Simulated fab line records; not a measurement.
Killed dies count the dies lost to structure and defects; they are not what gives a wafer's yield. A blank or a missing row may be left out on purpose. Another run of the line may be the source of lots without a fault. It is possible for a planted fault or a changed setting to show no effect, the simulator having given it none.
Matching of chambers    flow n5Finfet    N5_GATE_CUT_ETCH_36 on rieDiel-06: 4 sister chambers
The step etches SiARC in CF4, target depth 13 nm, time 21.7 s. 4 wafers are shown with their chamber, then 9 later ones without.

## WAFERS PAIRED WITH THEIR CHAMBERS
wafer   chamber  drypumpMotorCurrentA (A)
L082.6  3        6.4
L087.3  2        5.4
L087.5  1        5.9
L087.6  0        5.5

## WAFERS MISSING THEIR CHAMBER
wafer   drypumpMotorCurrentA (A)
L092.3  6.4
L092.5  5.4
L092.6  6.3
L094.1  6.4
L094.2  5.9
L094.4  5.5
L097.4  5.9
L097.5  5.5
L097.6  5.9

## EACH ONE'S CHAMBER
wafer   from the rows above  in truth
L092.3  3                    3
L092.5  2                    2
L092.6  3                    3
L094.1  3                    3
L094.2  1                    1
L094.4  0                    0
L097.4  1                    1
L097.5  0                    0
L097.6  1                    1
Correctly placed: 9 of 9. Not placeable from these rows: 0. Wrongly placed: 0.
How it was worked out, from the rows above alone: a wafer's distance from a chamber is the root of the sum, over the readings, of the square of ((its reading less the chamber's mean) divided by the reading's scatter). If the next closest chamber is less than 2 further off than the closest, the wafer can't be placed; otherwise it belongs to the closest. Each chamber's mean is taken over the wafers shown for it. The scatter: root of mean squared gap, hidden wafer to nearest shown wafer, with one shown wafer a chamber.
